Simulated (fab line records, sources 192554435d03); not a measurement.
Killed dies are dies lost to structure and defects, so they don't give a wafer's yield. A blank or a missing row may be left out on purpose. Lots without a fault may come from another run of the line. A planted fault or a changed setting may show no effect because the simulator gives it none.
fab line records | flow n5_finfet
record lots=7 wafers=39
route steps=1938 shown BEOL_M0_SAQP@635 BEOL_M3@931 BEOL_M5@1160
start_h: hours from the record's first day to the start of the lot's first wafer shown | wait_h: hours since the lot's step before | " the same as in the row above | L1.1+2: a row that stands for several wafers | - no value, or no start given | * or withheld: withheld | < > ~ a bound
route shown NAME@n: a module of which the file shows steps, and the number in the route of the first | usual: mean/standard deviation of fault-free wafers | same: alike in all rows | chamber/n: place in a boat | sites: the reading at each site | _std_site: their standard deviation | _edge_site: outer sites' mean less inner sites' | radius_mm: how far each site lies from the wafer's centre | mask NAME#n: copy n | behind: the tool/chamber that last shaped the wafer | hold: why the lot was held/for how many hours/how that ended | device: the transistor (n, p or np) that didn't switch | end of line: the same wafers' tests at the end of the route | a step without rows: its recipe alone | killed: dies lost to structure and defects at the first sort, not the wafer's yield | map: a wafer's dies, x killed, . not, _ none there
set.NAME: the setting as run; set.NAME@STEP: as run at that earlier step | model.NAME: the simulator's own value behind a step, which no gauge read
lots whose settings were changed on purpose; a table a step, a row a wafer
## steps
# step N5_BEOL_M0_SAQP_PECVD_03
# recipe material=SiCN target_thk_a=120 temp_c=withheld precursor=3MS/NH3 pressure_torr=3 rf_w=202 time_s=21.1
# columns lot.wafer tool chamber start_h wait_h set.time_s model.SiCN_of_BEOL_M0_SAQP_PECVD_03.thk_nm
L074.1+3+5+6 pecvd-03 1,2,0,1 111.03 0.1 21.1 11.8
L074.2 " 0 " " 21.1 11.6
L074.4 " 2 " " 21.1 12.2
L075.1+4 pecvd-03 2 114.15 0.1 21.1 12
L075.2 " 0 " " 21.1 11.6
L075.3+5+6 " 1,0,1 " " 21.1 11.8
L081.3+6 pecvd-02 2 149.67 0.1 21.1 12.2
L081.4 " 0 " " 21.1 12
L089.1 pecvd-02 1 193.35 0.1 21.1 11.8
L089.2 " 0 " " 9.142 5.2
L089.3+5 " 2,0 " " 9.142 5.4
L089.4 " 2 " " 21.1 12
L089.6 " 1 " " 21.1 12.2
L090.1+6 pecvd-03 0 202.07 0.1 21.1 12
L090.2 " 1 " " 21.1 11.8
L090.3 " 2 " " 14.22 8.2
L090.4 " 1 " " 14.22 8
L090.5 " 2 " " 14.22 8.4
L092.1+4 pecvd-04 0,1 214.76 0.1 21.1 12.2
L092.2+3+5+6 " 1,2,2,0 " " 21.1 12
L095.1 pecvd-04 2 240.24 0.1 21.1 12
L095.2 " 0 " " 11.26 6.4
L095.3+5 " 1,0 " " 21.1 11.8
L095.4+6 " 2,1 " " 11.26 6.6
# step N5_BEOL_M3_ILD_DEP_00
# recipe material=SiOC target_thk_a=790 temp_c=350 precursor=DEMS/O2 pressure_torr=5 rf_w=500 time_s=15.3
# columns lot.wafer tool chamber start_h wait_h set.time_s model.SiOC_of_BEOL_M3_ILD_DEP_00.thk_nm
L074.1 pecvd-02 2 146.37 0.0 8.456 42.4
L074.2 " 0 " " 15.3 77.2
L074.3 " 0 " " 8.456 43.4
L074.4 " 2 " " 15.3 78.8
L074.5 " 0 " " 15.3 78.4
L074.6 " 2 " " 8.456 43.8
L075.1 pecvd-04 1 149.93 0.0 15.3 76.6
L075.2+3 " 0,1 " " 15.3 78.6
L075.4 " 0 " " 7.726 39.8
L075.5 " 0 " " 7.726 40.6
L075.6 " 1 " " 7.726 40.8
L081.3 pecvd-03 0 176.53 0.0 15.3 78.8
L081.4 " 2 " " 15.3 79.4
L081.6 " 0 " " 15.3 80.6
L089.1 pecvd-04 1 224.16 0.0 15.3 77.8
L089.2+3+4 " 0,2,1 " " 15.3 78
L089.5 " 0 " " 15.3 78.8
L089.6 " 2 " " 15.3 79.4
L090.1 pecvd-02 0 236.41 0.0 23.74 119.2
L090.2 " 2 " " 15.3 78.2
L090.3 " 1 " " 23.74 120
L090.4 " 1 " " 15.3 80.2
L090.5 " 0 " " 23.74 121.4
L090.6 " 2 " " 15.3 78.8
L092.1 pecvd-04 2 248.57 0.0 15.3 79.4
L092.2 " 0 " " 15.3 79
L092.3 " 1 " " 15.3 78.6
L092.4 " 0 " " 15.3 79.8
L092.5 " 2 " " 15.3 81
L092.6 " 1 " " 15.3 78.8
L095.1 pecvd-03 2 282.97 0.0 23.02 116.6
L095.2 " 1 " " 23.02 116.8
L095.3 " 0 " " 15.3 80
L095.4 " 1 " " 23.02 119.2
L095.5 " 2 " " 15.3 79.4
L095.6 " 0 " " 15.3 80.4
# step N5_BEOL_M3_THK_MEAS_01
# recipe reads=SiOC_of_BEOL_M3_ILD_DEP_00
# usual M3_ILD_THK=78.6/1.1
# columns lot.wafer tool chamber start_h wait_h set.time_s@BEOL_M3_ILD_DEP_00 M3_ILD_THK[nm]
L074.1 film_metro-01 - 146.46 0.1 8.456 42.4
L074.2 " - " " 15.3 77.1
L074.3 " - " " 8.456 43.2
L074.4 " - " " 15.3 78.8
L074.5 " - " " 15.3 78.5
L074.6 " - " " 8.456 43.8
L075.1 film_metro-01 - 150.01 0.1 15.3 76.6
L075.2 " - " " 15.3 78.6
L075.3 " - " " 15.3 78.5
L075.4 " - " " 7.726 39.7
L075.5 " - " " 7.726 40.7
L075.6 " - " " 7.726 40.7
L081.3 film_metro-02 - 176.60 0.1 15.3 78.8
L081.4 " - " " 15.3 79.4
L081.6 " - " " 15.3 80.6
L089.1 film_metro-02 - 224.22 0.0 15.3 77.9
L089.2 " - " " 15.3 78.0
L089.3 " - " " 15.3 77.9
L089.4 " - " " 15.3 77.9
L089.5 " - " " 15.3 78.9
L089.6 " - " " 15.3 79.5
L090.1 film_metro-02 - 236.47 0.0 23.74 119.2
L090.2 " - " " 15.3 78.2
L090.3 " - " " 23.74 119.9
L090.4 " - " " 15.3 80.2
L090.5 " - " " 23.74 121.5
L090.6 " - " " 15.3 78.8
L092.1 film_metro-01 - 248.64 0.0 15.3 79.3
L092.2 " - " " 15.3 79.1
L092.3 " - " " 15.3 78.4
L092.4 " - " " 15.3 79.9
L092.5 " - " " 15.3 80.9
L092.6 " - " " 15.3 78.8
L095.1 film_metro-02 - 283.04 0.0 23.02 116.7
L095.2 " - " " 23.02 116.8
L095.3 " - " " 15.3 79.9
L095.4 " - " " 23.02 119.2
L095.5 " - " " 15.3 79.3
L095.6 " - " " 15.3 80.3
# step N5_BEOL_M5_TRENCH_ETCH_37
# recipe chemistry=C4F6/O2 target_depth_a=716.52 target=SiCOH_lowk time_s=24.7 ion_energy_ev=250 pressure_mtorr=30 source_w=345 bias_w=185 Ar_flow_sccm=300 C4F6_flow_sccm=10 O2_flow_sccm=10
# columns lot.wafer tool chamber start_h wait_h set.time_s model.BEOL_M5.feature_depth_nm model.etch.depth_nm model.TiN_of_BEOL_M5_HM_DEP_02.thk_nm
L074.1 rie_diel-02 2 - - 35.77 105 104.9 17
L074.2 " 0 " " 24.7 71.8 71.89 18
L074.3 " 1 " " 24.7 72.4 72.48 17.6
L074.4 " 3 " " 35.77 105.2 105.1 17
L074.5 " 0 " " 35.77 104.2 104.1 16.8
L074.6 " 3 " " 24.7 72.8 72.8 17.8
L075.1 rie_diel-02 3 - - 24.7 73.6 73.59 17.4
L075.2 " 0 " " 24.7 72.6 72.61 17.6
L075.3 " 2 " " 24.7 73.8 73.86 17.4
L075.4 " 1 " " 24.7 73.4 73.47 17.2
L075.5 " 0 " " 24.7 72.4 72.46 17.4
L075.6 " 3 " " 24.7 73.8 73.89 17.2
L081.3 rie_diel-04 3 - - 24.7 70.8 70.84 18.2
L081.4 " 0 " " 24.7 72 72.01 18
L081.6 " 1 " " 24.7 67.6 67.68 18.2
L090.1 rie_diel-05 0 - - 24.7 72.4 72.31 17.8
L090.2 " 2 " " 33.09 93.2 93.22 17.2
L090.3 " 1 " " 33.09 95.2 95.2 17
L090.4 " 0 " " 33.09 97.6 97.56 17
L090.5 " 1 " " 24.7 71.2 71.26 17.8
L090.6 " 2 " " 24.7 70.2 70.13 18
L089.1 rie_diel-04 1 - - 24.7 68.6 68.65 18
L089.2 " 0 " " 24.7 72 72.01 17.6
L089.3 " 2 " " 24.7 73.6 73.56 17.8
L089.4 " 1 " " 24.7 67.4 67.46 17.8
L089.5 " 0 " " 24.7 72.4 72.31 17.6
L089.6 " 2 " " 24.7 74 74.05 17.8
L092.1 rie_diel-02 3 - - 33.17 97.8 97.71 17.4
L092.2 " 2 " " 33.17 97.6 97.51 17
L092.3 " 0 " " 24.7 71.4 71.38 17.8
L092.4 " 1 " " 24.7 73.2 73.16 18.2
L092.5 " 3 " " 33.17 98.2 98.15 17.4
L092.6 " 2 " " 24.7 73 72.96 18
L095.1 rie_diel-05 2 - - 24.7 69.4 69.41 18
L095.2 " 1 " " 24.7 71 70.96 17.6
L095.3 " 0 " " 15.59 46 46 18.6
L095.4 " 3 " " 15.59 45.2 45.16 18.4
L095.5 " 3 " " 24.7 71.2 71.13 17.6
L095.6 " 2 " " 15.59 44.4 44.46 18.8
# step N5_BEOL_M5_ETCH_41
# recipe chemistry=CH3F/O2 target=SiCN target_depth_a=315 taper_deg=2 time_s=56.7 ion_energy_ev=120 mask_material=TiN pressure_mtorr=30 source_w=395 bias_w=75 Ar_flow_sccm=150 CH3F_flow_sccm=30 O2_flow_sccm=20
# step N5_BEOL_M5_STRIP_91
# recipe chemistry=N2/H2 time_s=10 power_w=450 temp_c=40 pressure_mtorr=20 rf_frequency_hz=6e+07 bias_power_w=7 n2_flow_sccm=200 h2_flow_sccm=200
# step N5_BEOL_M5_OCD_MEAS_38
# usual trench_depth_nm=71.5/1.6
# columns lot.wafer tool chamber start_h wait_h set.time_s@BEOL_M5_TRENCH_ETCH_37 trench_depth_nm
L074.1 ocd-01 - 172.39 - 35.77 105.3
L074.2 " - " " 24.7 72.6
L074.3 " - " " 24.7 72.4
L074.4 " - " " 35.77 104.7
L074.5 " - " " 35.77 104.6
L074.6 " - " " 24.7 72.6
L075.1 ocd-02 - 179.11 - 24.7 73.3
L075.2 " - " " 24.7 72.6
L075.3 " - " " 24.7 74.0
L075.4 " - " " 24.7 73.5
L075.5 " - " " 24.7 72.4
L075.6 " - " " 24.7 74.1
L081.3 ocd-02 - 206.02 - 24.7 71.1
L081.4 " - " " 24.7 71.9
L081.6 " - " " 24.7 67.6
L090.1 ocd-02 - 263.96 - 24.7 72.8
L090.2 " - " " 33.09 92.8
L090.3 " - " " 33.09 95.0
L090.4 " - " " 33.09 97.4
L090.5 " - " " 24.7 71.6
L090.6 " - " " 24.7 70.3
L089.1 ocd-01 - 264.40 - 24.7 69.2
L089.2 " - " " 24.7 72.2
L089.3 " - " " 24.7 74.0
L089.4 " - " " 24.7 67.5
L089.5 " - " " 24.7 72.1
L089.6 " - " " 24.7 74.1
L092.1 ocd-02 - 288.00 - 33.17 98.1
L092.2 " - " " 33.17 97.3
L092.3 " - " " 24.7 71.2
L092.4 " - " " 24.7 73.1
L092.5 " - " " 33.17 98.4
L092.6 " - " " 24.7 73.0
L095.1 ocd-02 - 315.93 - 24.7 69.1
L095.2 " - " " 24.7 71.1
L095.3 " - " " 15.59 45.9
L095.4 " - " " 15.59 45.2
L095.5 " - " " 24.7 70.9
L095.6 " - " " 15.59 44.5
# step N5_BEOL_M5_HM_STRIP_39
# recipe chemistry=peroxide_tin_strip material=TiN target_depth_a=250 temp_c=50 time_s=158
# step N5_BEOL_M5_SRD_40
# recipe time_s=30 temp_c=23 rinse_liquid=diw dry=ipa_marangoni
# step N5_BEOL_M5_ECD_50
# recipe material=Cu target_thk_a=3000
# step N5_BEOL_M5_ANNEAL_51
# recipe temp_c=225 time_s=90 ambient=N2
# step N5_BEOL_M5_CMP_52
# recipe stop_on=SiCOH_lowk t_overpolish_s=6.9 down_force_psi=1 platen_rpm=50 clearing_platen_down_force_psi=1.5 clearing_platen_rpm=50 post_cmp_clean=cu_alkaline target_thk_nm=62 clearing_platen_pad_velocity_m_s=0.99484 pad_velocity_m_s=0.99484
# columns lot.wafer tool chamber start_h wait_h set.time_s@BEOL_M5_TRENCH_ETCH_37 model.Cu_of_BEOL_M5_ECD_50.thk_nm
L074.1 cmp-01 2 180.00 0.3 35.77 96
L074.4 " 3 " " 35.77 95.4
L074.3 " 0 " " 24.7 63.4
L074.2 " 1 " " 24.7 62.2
L074.5 " 2 " " 35.77 94.8
L074.6 " 3 " " 24.7 62.4
L075.4 cmp-02 0 185.37 0.1 24.7 65
L075.1 " 1 " " 24.7 63.6
L075.2+6 " 2,1 " " 24.7 63.4
L075.3 " 3 " " 24.7 64.6
L075.5 " 0 " " 24.7 64.2
L081.4 cmp-02 1 212.71 0.2 24.7 62.6
L081.3 " 3 " " 24.7 62.4
L081.6 " 2 " " 24.7 57.6
L090.2 cmp-04 1 269.99 0.2 33.09 83.8
L090.1 " 2 " " 24.7 62.8
L090.4 " 3 " " 33.09 90.6
L090.3 " 0 " " 33.09 85.6
L090.5 " 1 " " 24.7 61.6
L090.6 " 2 " " 24.7 61.8
L089.4 cmp-02 2 271.12 0.1 24.7 57.4
L089.2 " 3 " " 24.7 62.2
L089.3+6 " 0,2 " " 24.7 63.8
L089.1 " 1 " " 24.7 58.6
L089.5 " 3 " " 24.7 62
L092.4 cmp-01 0 294.03 0.1 24.7 63.8
L092.3 " 1 " " 24.7 62.2
L092.2 " 2 " " 33.17 87.4
L092.1 " 3 " " 33.17 87.2
L092.6 " 0 " " 24.7 64
L092.5 " 1 " " 33.17 88
L095.2 cmp-02 3 323.12 0.2 24.7 62.4
L095.1 " 0 " " 24.7 60.6
L095.3 " 1 " " 15.59 36.8
L095.4 " 2 " " 15.59 37.2
L095.5 " 3 " " 24.7 62.2
L095.6 " 0 " " 15.59 36.4
# step N5_BEOL_M5_THK_MEAS_53
# recipe thk_meas_gauge=xrf reads=Cu_of_BEOL_M5_ECD_50
# usual M5_THK=61.6/1.9
# columns lot.wafer tool chamber start_h wait_h set.time_s@BEOL_M5_TRENCH_ETCH_37 M5_THK[nm]
L074.1 film_metro-01 - 180.30 - 35.77 94.1
L074.2 " - " " 24.7 61.2
L074.3 " - " " 24.7 62.5
L074.4 " - " " 35.77 94.1
L074.5 " - " " 35.77 93.4
L074.6 " - " " 24.7 61.3
L075.1 film_metro-02 - 185.67 - 24.7 62.6
L075.2 " - " " 24.7 62.4
L075.3 " - " " 24.7 63.4
L075.4 " - " " 24.7 63.9
L075.5 " - " " 24.7 63.3
L075.6 " - " " 24.7 62.7
L081.3 film_metro-02 - 213.01 - 24.7 61.5
L081.4 " - " " 24.7 61.6
L081.6 " - " " 24.7 56.9
L090.1 film_metro-02 - 270.29 - 24.7 61.1
L090.2 " - " " 33.09 81.4
L090.3 " - " " 33.09 83.5
L090.4 " - " " 33.09 88.1
L090.5 " - " " 24.7 60.2
L090.6 " - " " 24.7 60.4
L089.1 film_metro-01 - 271.41 - 24.7 57.1
L089.2 " - " " 24.7 60.8
L089.3 " - " " 24.7 62.1
L089.4 " - " " 24.7 56.0
L089.5 " - " " 24.7 60.1
L089.6 " - " " 24.7 62.2
L092.1 film_metro-01 - 294.32 - 33.17 86.1
L092.2 " - " " 33.17 85.8
L092.3 " - " " 24.7 61.4
L092.4 " - " " 24.7 62.8
L092.5 " - " " 33.17 86.8
L092.6 " - " " 24.7 63.1
L095.1 film_metro-02 - 323.42 - 24.7 60.0
L095.2 " - " " 24.7 61.7
L095.3 " - " " 15.59 36.3
L095.4 " - " " 15.59 36.8
L095.5 " - " " 24.7 61.3
L095.6 " - " " 15.59 36.0
# step N5_BEOL_M5_PRE_CLEAN_77
# recipe gas=NH3/H2 time_s=15 temp_c=* rf_power_w=300
# step N5_BEOL_M5_CO_CAP_78
# recipe material=Co target_thk_a=20 temp_c=200 precursor=CCTBA/H2 pressure_torr=30 time_s=102.1
# step N5_BEOL_M5_PRE_CLEAN_55
# recipe gas=NH3 time_s=15 temp_c=withheld rf_power_w=300
# step N5_BEOL_M5_DEP_56
# recipe material=SiCN target_thk_a=80 temp_c=withheld precursor=3MS/NH3 pressure_torr=3 rf_w=202 time_s=14
# step N5_BEOL_M5_RS_MEAS_57
# recipe thk_meas_gauge=four-point-probe reads=Co_of_BEOL_M5_CO_CAP_78+Cu_of_BEOL_M5_ECD_50+Co_of_BEOL_M5_CVD_47+TaN_of_BEOL_M5_ALD_86
# usual M5_RS=0.383/0.015
# columns lot.wafer tool chamber start_h wait_h set.time_s@BEOL_M5_TRENCH_ETCH_37 M5_RS[ohm/sq]
L074.1 film_metro-01 - 180.56 0.0 35.77 0.231
L074.2 " - " " 24.7 0.386
L074.3 " - " " 24.7 0.377
L074.4 " - " " 35.77 0.233
L074.5 " - " " 35.77 0.235
L074.6 " - " " 24.7 0.384
L075.1 film_metro-02 - 185.93 0.0 24.7 0.375
L075.2 " - " " 24.7 0.376
L075.3 " - " " 24.7 0.368
L075.4 " - " " 24.7 0.365
L075.5 " - " " 24.7 0.371
L075.6 " - " " 24.7 0.376
L081.3 film_metro-02 - 213.27 0.1 24.7 0.383
L081.4 " - " " 24.7 0.382
L081.6 " - " " 24.7 0.423
L090.1 film_metro-01 - 270.55 0.0 24.7 0.382
L090.2 " - " " 33.09 0.271
L090.3 " - " " 33.09 0.264
L090.4 " - " " 33.09 0.248
L090.5 " - " " 24.7 0.390
L090.6 " - " " 24.7 0.389
L089.1 film_metro-01 - 271.67 0.1 24.7 0.415
L089.2 " - " " 24.7 0.386
L089.3 " - " " 24.7 0.374
L089.4 " - " " 24.7 0.426
L089.5 " - " " 24.7 0.387
L089.6 " - " " 24.7 0.374
L092.1 film_metro-01 - 294.65 0.0 33.17 0.259
L092.2 " - " " 33.17 0.258
L092.3 " - " " 24.7 0.386
L092.4 " - " " 24.7 0.373
L092.5 " - " " 33.17 0.256
L092.6 " - " " 24.7 0.372
L095.1 film_metro-01 - 323.68 0.0 24.7 0.398
L095.2 " - " " 24.7 0.385
L095.3 " - " " 15.59 0.745
L095.4 " - " " 15.59 0.738
L095.5 " - " " 24.7 0.385
L095.6 " - " " 15.59 0.755
## key
split step=N5_BEOL_M0_SAQP_PECVD_03 setting=time_s stated=21.1 by=wafer
response step=N5_BEOL_M0_SAQP_PECVD_03 reading=model.SiCN_of_BEOL_M0_SAQP_PECVD_03.thk_nm change=+0.116 per=1% r=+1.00
split step=N5_BEOL_M3_ILD_DEP_00 setting=time_s stated=15.3 by=wafer
response step=N5_BEOL_M3_ILD_DEP_00 reading=model.SiOC_of_BEOL_M3_ILD_DEP_00.thk_nm change=+0.756 per=1% r=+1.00
response step=N5_BEOL_M3_THK_MEAS_01 reading=M3_ILD_THK change=+0.756 per=1% r=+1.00
split step=N5_BEOL_M5_TRENCH_ETCH_37 setting=time_s stated=24.7 by=wafer
response step=N5_BEOL_M5_TRENCH_ETCH_37 reading=model.BEOL_M5.feature_depth_nm change=+0.715 per=1% r=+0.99
response step=N5_BEOL_M5_TRENCH_ETCH_37 reading=model.etch.depth_nm change=+0.714 per=1% r=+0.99
response step=N5_BEOL_M5_TRENCH_ETCH_37 reading=model.TiN_of_BEOL_M5_HM_DEP_02.thk_nm change=-0.0216 per=1% r=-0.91
response step=N5_BEOL_M5_OCD_MEAS_38 reading=trench_depth_nm change=+0.71 per=1% r=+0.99
response step=N5_BEOL_M5_CMP_52 reading=model.Cu_of_BEOL_M5_ECD_50.thk_nm change=+0.711 per=1% r=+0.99
response step=N5_BEOL_M5_THK_MEAS_53 reading=M5_THK change=+0.698 per=1% r=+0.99
response step=N5_BEOL_M5_RS_MEAS_57 reading=M5_RS shape=bent at_lowest=0.746 at_stated=0.385 at_highest=0.233
